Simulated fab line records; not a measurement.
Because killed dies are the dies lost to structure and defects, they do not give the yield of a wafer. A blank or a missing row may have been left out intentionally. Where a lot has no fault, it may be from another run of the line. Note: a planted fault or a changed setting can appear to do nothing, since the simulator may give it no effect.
fab line records	flow nandHarc
[record] lots = 7	wafers = 21	lastDay = 33
route steps=1302 shown A_CHANNEL_HOLE_D1@470 END@1302
lots that met no fault: from a run of the same line without faults
startH: the number of hours between the record's first day and the start of the first shown wafer of the lot	waitH: time in hours since the lot's previous step	" repeats the value in the row above	L1.1+2: several wafers, shown together as one row	- no value, or no start given	* or withheld: withheld	< > ~ a bound
route shown NAME@n: a module of which the file shows steps, and the number in the route of the first	usual: mean/standard deviation taken from wafers without a fault	same: alike in all rows	chamber/n: place in a boat	sites: readings site by site	_std_site: how widely they spread, as a standard deviation	_edge_site: the outer-site mean with the inner-site mean subtracted	radiusMm: for every site, how far away it sits from the centre of the wafer	mask NAME#n: copy n	behind: the most recent tool/chamber to have shaped the wafer	hold: cause of the lot's hold/its duration in hours/its outcome	device: the transistor (n, p or np) that didn't switch	end of line: at the end of the route, the tests of the same wafers	where a step has no rows: the recipe by itself	killed: at the first sort, the dies lost to defects and structure; wafer yield is something else	map: dies across one wafer; x = killed, . = not, _ = none there
set.NAME: the setting that was run; set.NAME@STEP: the one run at that earlier step	model.NAME: the simulator's own value behind a step, which no gauge read
certain route steps with their lots: each step a table, each wafer a row
services: the hour from which a tool's chamber was out of use, counted from the record's first day as startH (under 0 if before that day), plus the number of hours and why
[[steps]]
[step NHARC_A_CHANNEL_HOLE_D1_CD_MEAS_18]
[usual] cdNm = 99.6/1.5
lot.wafer	tool	chamber	startH	waitH	cdNm
L286.1	cdSem-03	-	255.43	-	97.8
L286.3	"	-	"	"	98.8
L286.4	"	-	"	"	98.3
L290.1	cdSem-03	-	308.15	-	101.5
L290.4	"	-	"	"	102.3
L290.6	"	-	"	"	102.2
L291.1	cdSem-01	-	309.05	-	100.8
L291.5	"	-	"	"	98.6
L291.6	"	-	"	"	99.5
L292.1	cdSem-02	-	327.42	-	101.0
L292.4	"	-	"	"	99.0
L292.5	"	-	"	"	100.9
L298.1	cdSem-01	-	389.39	-	99.5
L298.2	"	-	"	"	98.0
L298.6	"	-	"	"	99.8
L299.2	cdSem-02	-	398.39	-	98.0
L299.3	"	-	"	"	98.8
L299.6	"	-	"	"	98.9
L300.1	cdSem-01	-	398.99	-	99.7
L300.2	"	-	"	"	99.7
L300.6	"	-	"	"	97.8
[step NHARC_A_CHANNEL_HOLE_D1_ETCH_19]
[recipe] biasV = 1200	sourceW = 2500	pressureMtorr = 15	timeS = 34.5	arFlowSccm = 375	c4f8FlowSccm = 28.8	o2FlowSccm = 96.2	tempC = -20	targetDepthA = *	chemistry = C4F8/O2/Ar
[step NHARC_A_CHANNEL_HOLE_D1_ETCH_20]
[recipe] biasV = 3000	sourceW = withheld	pressureMtorr = 20	timeS = 361.9	arFlowSccm = 375	c4f8FlowSccm = 89.3	o2FlowSccm = 35.7	tempC = -20	targetDepthA = 16000	chemistry = C4F8/O2/Ar
[usual] drypumpMotorCurrentA = 5.9/0.3	oesAirLineAu = 1.006/0.021	showerheadPlenumPTorr = 3.65/0.12	throttleValvePct = 32.155/0.0093
lot.wafer	tool	chamber	startH	waitH	drypumpMotorCurrentA	oesAirLineAu	rfHoursCounterH	showerheadPlenumPTorr	throttleValvePct
L286.1	harEtch-02	0	255.67	0.1	6.2	1.013	336	3.74	32.156
L286.4	"	1	"	"	5.7	1.010	-	3.48	32.153
L286.3	"	0	"	"	6.2	0.997	-	3.74	32.169
L290.1	harEtch-01	0	310.60	0.1	6.1	1.008	156	3.70	32.174
L290.4	"	0	"	"	6.1	1.019	-	3.70	32.138
L290.6	"	1	"	"	5.5	1.016	-	3.63	32.144
L291.1	harEtch-02	0	311.50	0.1	6.2	1.023	374	3.72	32.167
L291.5	"	0	"	"	6.2	0.989	-	3.72	32.155
L291.6	"	1	"	"	5.6	0.995	-	3.46	32.153
L292.1	harEtch-02	0	329.93	0.1	6.2	0.994	385	3.72	32.157
L292.4	"	0	"	"	6.2	1.023	-	3.72	32.157
L292.5	"	1	"	"	5.7	1.032	-	3.45	32.147
L298.1	harEtch-01	0	391.58	0.1	6.1	0.997	205	3.67	32.155
L298.2	"	1	"	"	5.5	1.010	205	3.61	32.153
L298.6	"	0	"	"	6.1	1.025	-	3.67	32.167
L299.2	harEtch-01	1	399.97	0.1	5.4	0.979	213	3.60	32.141
L299.3	"	1	"	"	5.4	1.000	-	3.60	32.155
L299.6	"	1	"	"	5.4	1.014	-	3.60	32.147
L300.1	harEtch-02	1	402.44	0.1	5.7	0.988	8	3.93	32.138
L300.2	"	0	"	"	6.2	1.020	8	3.70	32.157
L300.6	"	0	"	"	6.2	1.014	-	3.70	32.157
[step NHARC_A_CHANNEL_HOLE_D1_ETCH_21]
[recipe] biasV = 3000	sourceW = withheld	pressureMtorr = 20	timeS = 514.3	arFlowSccm = 375	c4f8FlowSccm = 89.3	o2FlowSccm = 35.7	tempC = -20	targetDepthA = 16000	chemistry = C4F8/O2/Ar
[step NHARC_A_CHANNEL_HOLE_D1_ETCH_22]
[recipe] biasV = 3000	sourceW = withheld	pressureMtorr = 20	timeS = 666.7	arFlowSccm = 375	c4f8FlowSccm = 89.3	o2FlowSccm = 35.7	tempC = -20	targetDepthA = 16000	chemistry = C4F8/O2/Ar
[step NHARC_A_CHANNEL_HOLE_D1_ETCH_23]
[recipe] biasV = 5000	sourceW = withheld	pressureMtorr = 20	timeS = 819	arFlowSccm = 375	c4f8FlowSccm = 89.3	o2FlowSccm = 35.7	tempC = -20	targetDepthA = 16000	chemistry = C4F8/O2/Ar
[usual] drypumpMotorCurrentA = 5.9/0.3	oesAirLineAu = 0.998/0.022	showerheadPlenumPTorr = 3.65/0.12	throttleValvePct = 32.154/0.0091
lot.wafer	tool	chamber	startH	waitH	drypumpMotorCurrentA	oesAirLineAu	rfHoursCounterH	showerheadPlenumPTorr	throttleValvePct
L286.1	harEtch-02	0	257.07	0.5	6.2	0.981	337	3.74	32.153
L286.4	"	1	"	"	5.6	0.992	-	3.48	32.164
L286.3	"	0	"	"	6.2	0.985	-	3.74	32.166
L290.1	harEtch-01	0	311.93	0.5	6.1	0.986	157	3.70	32.146
L290.4	"	0	"	"	6.0	0.984	-	3.70	32.153
L290.6	"	1	"	"	5.5	0.983	-	3.63	32.166
L291.1	harEtch-02	0	312.82	0.5	6.2	1.024	375	3.72	32.144
L291.5	"	0	"	"	6.2	1.013	-	3.72	32.151
L291.6	"	1	"	"	5.7	1.040	-	3.46	32.157
L292.1	harEtch-02	0	331.30	0.5	6.2	0.999	387	3.72	32.144
L292.4	"	0	"	"	6.2	1.019	-	3.72	32.163
L292.5	"	1	"	"	5.6	1.024	-	3.45	32.160
L298.1	harEtch-01	0	392.91	0.5	6.1	0.961	207	3.67	32.164
L298.2	"	1	"	"	5.4	0.991	207	3.61	32.152
L298.6	"	0	"	"	6.1	0.944	-	3.67	32.160
L299.2	harEtch-01	1	401.36	0.5	5.5	0.960	214	3.60	32.145
L299.3	"	1	"	"	5.4	0.992	-	3.60	32.169
L299.6	"	1	"	"	5.5	0.979	-	3.60	32.169
L300.1	harEtch-02	1	403.77	0.5	5.6	0.994	9	3.93	32.161
L300.2	"	0	"	"	6.2	1.002	9	3.70	32.166
L300.6	"	0	"	"	6.2	1.002	-	3.70	32.149
[step NHARC_A_CHANNEL_HOLE_D1_ETCH_24]
[recipe] biasV = 5000	sourceW = withheld	pressureMtorr = 20	timeS = 906.2	arFlowSccm = 375	c4f8FlowSccm = 93.8	o2FlowSccm = 31.2	tempC = -20	targetDepthA = 15000	chemistry = C4F8/O2/Ar
[step NHARC_A_CHANNEL_HOLE_D1_ETCH_25]
[recipe] biasV = 5000	sourceW = withheld	pressureMtorr = 20	timeS = 1040.2	arFlowSccm = 375	c4f8FlowSccm = 93.8	o2FlowSccm = 31.2	tempC = -20	targetDepthA = 15000	chemistry = C4F8/O2/Ar
[usual] drypumpMotorCurrentA = 5.9/0.3	oesAirLineAu = 0.999/0.019	showerheadPlenumPTorr = 3.64/0.12	throttleValvePct = 32.235/0.01
lot.wafer	tool	chamber	startH	waitH	drypumpMotorCurrentA	oesAirLineAu	rfHoursCounterH	showerheadPlenumPTorr	throttleValvePct
L286.1	harEtch-02	0	258.56	0.7	6.2	1.009	339	3.74	32.221
L286.4	"	1	"	"	5.6	0.976	-	3.47	32.227
L286.3	"	0	"	"	6.2	1.000	-	3.74	32.232
L290.1	harEtch-01	0	313.38	0.6	6.1	0.985	159	3.69	32.239
L290.4	"	0	"	"	6.1	1.003	-	3.69	32.226
L290.6	"	1	"	"	5.4	1.017	-	3.63	32.232
L291.1	harEtch-02	0	314.28	0.6	6.2	1.033	377	3.72	32.230
L291.5	"	0	"	"	6.2	1.038	-	3.72	32.237
L291.6	"	1	"	"	5.6	1.013	-	3.45	32.248
L292.1	harEtch-02	0	332.80	0.7	6.2	1.017	388	3.71	32.233
L292.4	"	0	"	"	6.2	0.990	-	3.71	32.223
L292.5	"	1	"	"	5.6	0.998	-	3.45	32.228
L298.1	harEtch-01	0	394.37	0.6	6.1	0.996	208	3.66	32.248
L298.2	"	1	"	"	5.4	0.998	208	3.60	32.235
L298.6	"	0	"	"	6.1	1.000	-	3.66	32.225
L299.2	harEtch-01	1	402.85	0.7	5.4	0.969	216	3.60	32.237
L299.3	"	1	"	"	5.5	0.978	-	3.60	32.237
L299.6	"	1	"	"	5.5	0.933	-	3.60	32.228
L300.1	harEtch-02	1	405.23	0.6	5.6	0.976	11	3.92	32.244
L300.2	"	0	"	"	6.2	0.980	11	3.69	32.212
L300.6	"	0	"	"	6.2	0.970	-	3.69	32.213
[step NHARC_A_CHANNEL_HOLE_D1_ETCH_26]
[recipe] biasV = 300	sourceW = 2000	pressureMtorr = 30	timeS = 224.1	arFlowSccm = 375	c4f8FlowSccm = 11.4	o2FlowSccm = 113.6	tempC = -20	targetDepthA = 3000	chemistry = C4F8/O2/Ar
[step NHARC_A_CHANNEL_HOLE_D1_ETCH_33]
[recipe] biasV = 400	sourceW = 2000	pressureMtorr = 25	timeS = 90	arFlowSccm = 375	c4f8FlowSccm = 41.7	o2FlowSccm = 83.3	tempC = -20	targetDepthA = 4000	chemistry = C4F8/O2/Ar
[step NHARC_A_CHANNEL_HOLE_D1_STRIP_41]
[recipe] n2FlowSccm = 150	h2FlowSccm = 150	arFlowSccm = 0	biasW = 0	chemistry = N2/H2
[step NHARC_A_CHANNEL_HOLE_D1_STRIP_42]
[recipe] cf4FlowSccm = 100	chf3FlowSccm = 30	arFlowSccm = 0	biasW = 0	chemistry = CF4/CHF3
[step NHARC_A_CHANNEL_HOLE_D1_STRIP_43]
[recipe] o2FlowSccm = 400	cosFlowSccm = 20	arFlowSccm = 0	biasW = 0	chemistry = O2/COS
lot.wafer	tool	chamber	startH	waitH
L286.3+4+1	rieDiel-07	3,0,2	260.17	0.1
L290.1+4+6	rieDiel-07	2,0,2	315.16	0.1
L291.1+5+6	rieDiel-07	0,3,0	316.06	0.1
L292.4+1+5	rieDiel-07	0,1,0	334.43	0.1
L298.1+2+6	rieDiel-07	2,3,2	396.14	0.1
L299.3+2+6	rieDiel-07	1,2,3	404.48	0.1
L300.2+1+6	rieDiel-07	0,2,3	407.00	0.1
[step NHARC_A_CHANNEL_HOLE_D1_ETCH_44]
[recipe] targetDepthA = 1400	overetchA = 140	timeS = 77	ionEnergyEv = 100	cf4FlowSccm = 80	o2FlowSccm = 20	arFlowSccm = 0	rfW = 300	biasW = 100	chemistry = CF4/O2
[usual] drypumpMotorCurrentA = 5.6/0.44	oes_o_777_au = 1.000/0.0046	oesProductAu = 0.997/0.0086	rfVppV = 198.2/1.2	showerheadPlenumPTorr = 1.35/0.043	throttleValvePct = 13.396/0.0084
lot.wafer	tool	chamber	startH	waitH	drypumpMotorCurrentA	oes_o_777_au	oesProductAu	rfHoursCounterH	rfVppV	showerheadPlenumPTorr	throttleValvePct
L286.4	rieDiel-07	3	260.23	0.1	5.5	0.999	0.988	14	197.1	1.40	13.401
L286.1	"	0	"	"	5.2	1.002	1.006	14	197.0	1.32	13.401
L286.3	"	1	"	"	5.9	0.983	1.002	14	198.2	1.36	13.400
L290.1	rieDiel-07	2	315.23	0.1	5.1	1.002	1.014	2	198.4	1.31	13.407
L290.4	"	3	"	"	5.5	0.997	0.995	1	200.9	1.40	13.399
L290.6	"	1	"	"	5.8	1.001	1.001	-	199.1	1.36	13.397
L291.1	rieDiel-07	0	316.14	0.1	5.3	0.998	1.004	1	197.0	1.32	13.402
L291.5	"	1	"	"	5.8	1.002	0.986	-	197.2	1.36	13.403
L291.6	"	2	"	"	5.1	1.009	1.005	-	196.4	1.31	13.397
L292.4	rieDiel-07	3	334.49	0.1	5.4	0.997	0.984	3	199.0	1.40	13.399
L292.1	"	2	"	"	5.1	0.997	1.007	3	196.8	1.31	13.405
L292.5	"	0	"	"	5.3	1.008	0.992	-	198.8	1.32	13.395
L298.2	rieDiel-07	1	396.20	0.1	5.8	0.997	0.999	8	198.0	1.36	13.390
L298.1	"	2	"	"	5.1	0.998	1.005	9	197.6	1.31	13.393
L298.6	"	2	"	"	5.1	0.991	1.001	-	198.5	1.31	13.395
L299.2	rieDiel-07	1	404.54	0.1	5.8	0.995	1.000	9	200.4	1.36	13.400
L299.3	"	2	"	"	5.1	0.999	1.015	10	196.4	1.31	13.381
L299.6	"	1	"	"	5.9	0.994	0.997	-	197.6	1.36	13.390
L300.2	rieDiel-07	2	407.07	0.1	5.1	1.006	1.001	10	197.7	1.31	13.391
L300.1	"	3	"	"	5.4	1.005	0.979	8	199.5	1.39	13.405
L300.6	"	0	"	"	5.3	1.000	1.013	-	197.1	1.32	13.401
[step NHARC_A_CHANNEL_HOLE_D1_STRIP_27]
[recipe] o2FlowSccm = 500	arFlowSccm = 0	biasW = 0	chemistry = O2
[step NHARC_A_CHANNEL_HOLE_D1_PRECLEAN_28]
[recipe] timeS = *	tempC = 50	bathAgeMin = 0	chemistry = SC1
[step NHARC_A_CHANNEL_HOLE_D1_SRD_29]
[step NHARC_A_CHANNEL_HOLE_D1_CD_MEAS_30]
[usual] cdNm = 90.4/1.1
lot.wafer	tool	chamber	startH	waitH	cdNm
L286.1	cdSem-03	-	261.02	-	88.9
L286.3	"	-	"	"	90.7
L286.4	"	-	"	"	90.7
L290.1	cdSem-01	-	316.02	-	92.0
L290.4	"	-	"	"	91.2
L290.6	"	-	"	"	92.1
L291.1	cdSem-01	-	316.91	-	89.2
L291.5	"	-	"	"	90.7
L291.6	"	-	"	"	88.8
L292.1	cdSem-01	-	335.27	-	88.3
L292.4	"	-	"	"	89.8
L292.5	"	-	"	"	90.2
L298.1	cdSem-02	-	396.99	-	89.2
L298.2	"	-	"	"	90.2
L298.6	"	-	"	"	90.1
L299.2	cdSem-03	-	405.33	-	93.2
L299.3	"	-	"	"	92.1
L299.6	"	-	"	"	93.6
L300.1	cdSem-03	-	407.84	-	90.6
L300.2	"	-	"	"	91.9
L300.6	"	-	"	"	90.8
[step NHARC_A_CHANNEL_HOLE_D1_XSEM_31]
[recipe] landingEnergyEv = 35000
[usual] botCdNm = 74.8/1.2	bowNm = 8.7/0.36	tiltDeg = 0.07/0.037
lot.wafer	tool	chamber	startH	waitH	botCdNm	bowNm	tiltDeg
L286.1	xsem-01	0	261.10	0.1	72.7	8.7	0.05
L286.3	"	0	"	"	76.0	8.8	0.04
L286.4	"	0	"	"	75.2	8.7	0.04
L290.1	xsem-02	0	316.11	0.1	77.2	8.7	0.13
L290.4	"	0	"	"	75.8	8.6	0.13
L290.6	"	0	"	"	76.3	8.7	0.13
L291.1	xsem-01	0	317.00	0.1	72.9	8.2	0.03
L291.5	"	0	"	"	74.6	8.2	0.03
L291.6	"	0	"	"	73.7	8.2	0.03
L292.1	xsem-02	0	335.36	0.1	73.3	8.3	0.04
L292.4	"	0	"	"	74.5	8.3	0.04
L292.5	"	0	"	"	74.6	8.3	0.04
L298.1	xsem-01	0	397.08	0.1	74.0	8.3	0.04
L298.2	"	0	"	"	74.9	8.3	0.04
L298.6	"	0	"	"	74.0	8.3	0.04
L299.2	xsem-01	0	405.42	0.1	78.3	8.8	0.08
L299.3	"	0	"	"	77.1	8.9	0.08
L299.6	"	0	"	"	78.5	8.8	0.09
L300.1	xsem-02	0	407.94	0.1	74.3	8.4	0.05
L300.2	"	0	"	"	76.5	8.4	0.05
L300.6	"	0	"	"	75.1	8.4	0.05
[step NHARC_A_CHANNEL_HOLE_D1_INSPECT_40]
[usual] rawDefectCount = 72/28
lot.wafer	tool	chamber	startH	waitH	hold	rawDefectCount
L286.1	defectInspect-01	-	261.22	-	-	107
L286.3	"	-	"	"	-	110
L286.4	"	-	"	"	-	92
L290.1	defectInspect-02	-	316.21	-	awaitDispo/0.2h/release	337
L290.4	"	-	"	"	awaitDispo/0.2h/release	328
L290.6	"	-	"	"	awaitDispo/0.2h/release	321
L290.1	defectInspect-02	-	316.38	0.2	-	322
L290.4	"	-	"	"	-	335
L290.6	"	-	"	"	-	322
L291.1	defectInspect-01	-	317.10	-	awaitDispo/0.2h/release	394
L291.5	"	-	"	"	awaitDispo/0.2h/release	433
L291.6	"	-	"	"	awaitDispo/0.2h/release	382
L291.1	defectInspect-01	-	317.27	0.2	-	395
L291.5	"	-	"	"	-	433
L291.6	"	-	"	"	-	364
L292.1	defectInspect-01	-	335.46	-	awaitDispo/0.2h/release	382
L292.4	"	-	"	"	awaitDispo/0.2h/release	363
L292.5	"	-	"	"	awaitDispo/0.2h/release	367
L292.1	defectInspect-01	-	335.63	0.2	-	390
L292.4	"	-	"	"	-	370
L292.5	"	-	"	"	-	371
L298.1	defectInspect-02	-	397.17	-	-	35
L298.2	"	-	"	"	-	67
L298.6	"	-	"	"	-	81
L299.2	defectInspect-02	-	405.51	-	-	70
L299.3	"	-	"	"	-	66
L299.6	"	-	"	"	-	40
L300.1	defectInspect-01	-	408.03	-	-	61
L300.2	"	-	"	"	-	44
L300.6	"	-	"	"	-	78
[step NHARC_END_SORT_01]
[recipe] tempC = 25
[usual] killedAtArray = 52/17	killedAtOther = 0.8/1.1	killedAtPeriphery = 3.2/2.2	killedDies = 57/17	killedOpen = 3.4/1.8	killedShort = 2.4/1.6
[same] grossDies = 677
lot.wafer	tool	chamber	startH	waitH	killedAtArray	killedAtOther	killedAtPeriphery	killedDies	killedOpen	killedShort
L286.1	prober-01	0	637.05	2.5	78	0	0	78	1	4
L286.3	prober-01	0	638.62	3.1	71	0	0	71	3	3
L286.4	prober-01	0	639.41	3.4	56	0	2	58	2	4
L291.1	prober-01	0	687.91	2.5	101	0	1	102	1	4
L291.5	prober-01	0	691.08	3.7	122	0	1	123	3	2
L291.6	prober-01	0	691.87	4.0	115	0	3	118	2	5
L290.1	prober-02	0	687.94	2.5	138	2	7	147	4	1
L290.4	prober-02	0	690.37	3.4	128	1	3	132	3	3
L290.6	prober-02	0	691.99	4.0	126	1	6	133	1	2
L292.1	prober-02	0	702.35	2.5	78	2	6	86	6	3
L292.4	prober-02	0	704.76	3.4	104	0	1	105	3	2
L292.5	prober-02	0	705.57	3.7	102	0	2	104	0	1
L299.2	prober-02	0	783.15	2.8	45	0	5	50	5	1
L299.3	prober-02	0	783.95	3.1	43	0	0	43	3	5
L299.6	prober-02	0	786.35	4.0	25	1	5	31	2	3
L300.1	prober-01	0	792.81	2.5	74	2	0	76	2	3
L300.2	prober-01	0	793.61	2.8	64	1	4	69	4	1
L300.6	prober-01	0	796.81	4.0	60	1	5	66	5	3
// killed by level:class
L286.1 A_SLIT:chamberFilmFlake=35 A_CHANNEL_HOLE_D1:chamberFilmFlake=25 A_CHANNEL_HOLE_D2:chamberFilmFlake=9 A_CONTACT:chamberFilmFlake=3 A_CHANNEL_HOLE_D1:geometricParticle:short=1 A_CHANNEL_FILL_D2:geometricParticle:short=1 A_WL_FILL:geometricParticle:short=1 A_WL_FILL:geometricParticle:open=1
L286.3 A_CHANNEL_HOLE_D1:chamberFilmFlake=33 A_SLIT:chamberFilmFlake=21 A_CHANNEL_HOLE_D2:chamberFilmFlake=7 A_ONON_D1:geometricParticle:open=2 A_ONON_D1:geometricParticle:short=1 A_CHANNEL_FILL_D2:geometricParticle:short=1 A_WL_FILL:geometricParticle:short=1 A_BLC:geometricParticle:open=1
L286.4 A_CHANNEL_HOLE_D1:chamberFilmFlake=21 A_SLIT:chamberFilmFlake=21 A_CHANNEL_HOLE_D2:chamberFilmFlake=7 A_CONTACT:chamberFilmFlake=2 P_M0:geometricParticle:short=1 A_CHANNEL_HOLE_D1:geometricParticle:short=1 A_DECK1_JOINT:geometricParticle:short=1 A_CHANNEL_FILL_D2:geometricParticle:short=1
L291.1 A_CHANNEL_HOLE_D1:unspecified=61 A_CHANNEL_HOLE_D1:chamberFilmFlake=24 A_STAIRCASE:chamberFilmFlake=5 A_CHANNEL_FILL_D1:geometricParticle:short=2 A_WL_FILL:chamberFilmFlake=2 A_CONTACT:chamberFilmFlake=2 P_M2:geometricParticle:short=1 A_WL_FILL:geometricParticle:short=1
L290.1 A_CHANNEL_HOLE_D1:unspecified=69 A_SLIT:chamberFilmFlake=29 A_CHANNEL_HOLE_D2:chamberFilmFlake=13 A_CHANNEL_HOLE_D1:chamberFilmFlake=9 A_BLC:chamberFilmFlake=6 A_STAIRCASE:chamberFilmFlake=4 P_BONDPAD:chamberFilmFlake=3 P_GATE:geometricParticle:open=2
L290.4 A_CHANNEL_HOLE_D1:unspecified=69 A_SLIT:chamberFilmFlake=27 A_CHANNEL_HOLE_D1:chamberFilmFlake=12 A_STAIRCASE:chamberFilmFlake=7 A_CHANNEL_HOLE_D2:chamberFilmFlake=6 A_CONTACT:chamberFilmFlake=2 P_STI:geometricParticle:open=1 P_STI:geometricParticle:short=1
L291.5 A_CHANNEL_HOLE_D1:unspecified=70 A_CHANNEL_HOLE_D1:chamberFilmFlake=35 A_STAIRCASE:chamberFilmFlake=6 A_SLIT:chamberFilmFlake=2 A_WL_FILL:chamberFilmFlake=2 P_CONTACT:geometricParticle:open=1 A_CHANNEL_FILL_D1:geometricParticle:short=1 A_ONON_D2:geometricParticle:short=1
L291.6 A_CHANNEL_HOLE_D1:unspecified=67 A_CHANNEL_HOLE_D1:chamberFilmFlake=25 A_SLIT:chamberFilmFlake=5 A_CONTACT:chamberFilmFlake=3 A_WL_FILL:chamberFilmFlake=3 A_CHANNEL_FILL_D2:geometricParticle:short=2 A_BLC:chamberFilmFlake=2 P_BONDPAD:geometricParticle:short=1
L290.6 A_CHANNEL_HOLE_D1:unspecified=65 A_SLIT:chamberFilmFlake=32 A_CHANNEL_HOLE_D2:chamberFilmFlake=13 A_CHANNEL_HOLE_D1:chamberFilmFlake=9 A_STAIRCASE:chamberFilmFlake=4 P_GATE:chamberFilmFlake=2 P_BONDPAD:chamberFilmFlake=2 P_M0:geometricParticle:short=1
L292.1 A_CHANNEL_HOLE_D1:chamberFilmFlake=33 A_CHANNEL_HOLE_D1:unspecified=27 A_CONTACT:chamberFilmFlake=7 A_CHANNEL_FILL_D2:geometricParticle:short=2 P_GATE:chamberFilmFlake=2 P_BONDPAD:chamberFilmFlake=2 A_SLIT:chamberFilmFlake=2 THIN_TSV:chamberFilmFlake=2
L292.4 A_CHANNEL_HOLE_D1:unspecified=63 A_CHANNEL_HOLE_D1:chamberFilmFlake=27 A_ZERO_WELL:chamberFilmFlake=3 A_CONTACT:chamberFilmFlake=3 A_STAIRCASE:chamberFilmFlake=3 P_CONTACT:geometricParticle:open=1 A_ONON_D1:geometricParticle:open=1 A_CHANNEL_HOLE_D1:geometricParticle:short=1
L292.5 A_CHANNEL_HOLE_D1:unspecified=65 A_CHANNEL_HOLE_D1:chamberFilmFlake=23 A_STAIRCASE:chamberFilmFlake=4 A_SLIT:chamberFilmFlake=3 A_CONTACT:chamberFilmFlake=3 A_WL_FILL:chamberFilmFlake=2 A_CHANNEL_HOLE_D2:geometricParticle:short=1 P_GATE:chamberFilmFlake=1
L299.2 A_CHANNEL_HOLE_D1:chamberFilmFlake=15 A_SLIT:chamberFilmFlake=12 A_M0:chamberFilmFlake=5 P_STI:chamberFilmFlake=2 A_DECK1_JOINT:chamberFilmFlake=2 A_CONTACT:chamberFilmFlake=2 P_M2:geometricParticle:open=1 A_CHANNEL_HOLE_D1:geometricParticle:open=1
L299.3 A_CHANNEL_HOLE_D1:chamberFilmFlake=17 A_SLIT:chamberFilmFlake=8 A_CONTACT:chamberFilmFlake=4 A_M0:chamberFilmFlake=3 A_SOURCE_PLATE:geometricParticle:short=1 A_CHANNEL_FILL_D1:geometricParticle:short=1 A_CONTACT:geometricParticle:open=1 A_ONON_D2:geometricParticle:short=1
L299.6 A_CHANNEL_HOLE_D1:chamberFilmFlake=11 A_SLIT:chamberFilmFlake=7 P_CONTACT:geometricParticle:open=2 A_CONTACT:chamberFilmFlake=2 P_M2:geometricParticle:short=1 A_SOURCE_PLATE:geometricParticle:short=1 A_CHANNEL_FILL_D1:geometricParticle:short=1 P_STI:chamberFilmFlake=1
L300.1 A_SLIT:chamberFilmFlake=37 A_CHANNEL_HOLE_D2:chamberFilmFlake=23 A_CONTACT:chamberFilmFlake=5 A_DECK1_JOINT:chamberFilmFlake=3 THIN_TSV:chamberFilmFlake=2 A_CHANNEL_FILL_D2:geometricParticle:short=1 A_CHANNEL_FILL_D2:geometricParticle:open=1 A_SGD_CUT:geometricParticle:open=1
L300.2 A_SLIT:chamberFilmFlake=28 A_CHANNEL_HOLE_D2:chamberFilmFlake=26 A_CONTACT:chamberFilmFlake=4 P_M0:geometricParticle:open=2 A_STAIRCASE:chamberFilmFlake=2 P_CONTACT:geometricParticle:open=1 A_ONON_D2:geometricParticle:open=1 A_M0:geometricParticle:short=1
L300.6 A_CHANNEL_HOLE_D2:chamberFilmFlake=26 A_SLIT:chamberFilmFlake=25 A_CONTACT:chamberFilmFlake=3 P_ZERO_WELL:chamberFilmFlake=2 A_DECK1_JOINT:chamberFilmFlake=2 P_GATE:geometricParticle:short=1 P_GATE:geometricParticle:open=1 P_M0:geometricParticle:open=1
// map L290.1 (x killed, . not)
____________.____________
_________......._________
_______..........._______
______.............______
_____..............._____
____.................____
____......x..........____
___.........xx.x......___
___.................x.___
__.....x...x...........__
__........xxxxxx.......__
_..........xxx.x.....x.._
_..........xxx.xx......._
_..........xxxx........._
_.....x..xxxxxxxx......._
_.........x.xx.xxxx....._
....x......xxxx..........
....x.x.x.xxx..x.........
......x......x.x.x.......
.....xx...x.x............
...x....x................
_x................xx...._
_.x............x........_
_.....x.........xxx....._
_..x..........xxxxxx...._
_x............xxxxxx...._
__............xxxxxx...__
__x....x.....xxxxxxxx..__
___.........xxxxxxxxx.___
___..........xxxxxxxx.___
____...x......xxxxxxx____
____.........xxxxxxxx____
_____.........x.xxx._____
______.......x.xx.x______
_______..........x_______
_________......x_________
____________.____________
// map L291.5 (x killed, . not)
____________.____________
_________....x.._________
_______..........._______
______.............______
_____.......x......._____
____.......x.........____
____.................____
___.x.................___
___...................___
__.....................__
__.................x...__
_.xxx..................._
_.xx...................._
_xxx...................._
_xxxx.xx.......x........_
_xxxxxx.......xx........_
xxxxxxxx.....xxxx........
xxxxxxxx..x.xxxx.........
xxxxxxxx....xxxxx........
xxxxxxx.....xxxxx........
xxxxxxx....xxxxxx........
_xxxxxx......xx.x.xx...._
_xxxxx......x..........._
_xx.x.x......xx........._
_............x.........._
_xx....................._
__.....................__
__.....x...............__
___...................___
___.....x.............___
____...x.....x.......____
____.................____
_____..............._____
______............x______
_______..x........_______
_________......._________
____________.____________
[[services]]
tool	chamber	startH	hours	kind
rieDiel-07	0	248.75	-	clean
rieDiel-07	1	248.75	-	clean
rieDiel-07	2	248.75	-	clean
rieDiel-07	3	248.75	-	clean
rieDiel-07	0	273.25	-	clean
rieDiel-07	1	273.25	-	clean
rieDiel-07	2	273.25	-	clean
rieDiel-07	3	273.25	-	clean
rieDiel-07	3	283.61	12.9	repair
rieDiel-07	-	294.25	9.0	pm
rieDiel-07	0	294.25	9.0	ventCycle
rieDiel-07	1	294.25	9.0	ventCycle
rieDiel-07	2	294.25	9.0	ventCycle
rieDiel-07	0	303.25	-	clean
rieDiel-07	1	303.25	-	clean
rieDiel-07	2	303.25	-	clean
rieDiel-07	3	303.25	-	clean
rieDiel-07	0	327.75	-	clean
rieDiel-07	1	327.75	-	clean
rieDiel-07	2	327.75	-	clean
xsem-01	-	374.00	14.0	pm
harEtch-02	-	377.00	17.0	pm
rieDiel-07	-	383.54	0.1	repair
xsem-02	-	400.10	2.3	repair
[[key]]
[firstSign] step = NHARC_A_CHANNEL_HOLE_D1_INSPECT_40	reading = visit	direction = added
[effect] step = NHARC_A_CHANNEL_HOLE_D1_INSPECT_40	reading = rawDefectCount	direction = up	sigmas = 11	usual = 72	struck = 367
[effect] step = NHARC_END_SORT_01	reading = killedAtArray	direction = up	sigmas = 3.5	usual = 52	struck = 113	wafersMoved = 8
[moreKillsBornAt] NHARC_A_CHANNEL_HOLE_D1_STRIP_43@rieDiel-07 = 553
metAt NHARC_A_CHANNEL_HOLE_D1_STRIP_43
struckWafers L290.1,L290.4,L290.6,L291.1,L291.5,L291.6,L292.1,L292.4,L292.5
testerLeftOut L290,L291,L292
onsetBetween 260.17 315.16
[fault] kind = chamberParticleSource	tool = rieDiel-07	chamber = -	onsetH = 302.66	steps = NHARC_A_CHANNEL_HOLE_D1_STRIP_43	ratePerVisitCm2 = 0.42784	endH = 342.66
// testerLeftOut: of these lots the tester's yield and bins aren't shown, on N5 and GAA mostly nor the transistor test; their killed dies are dies lost to structure and defects alone, not to doping, threshold or leakage, so they don't give the yield
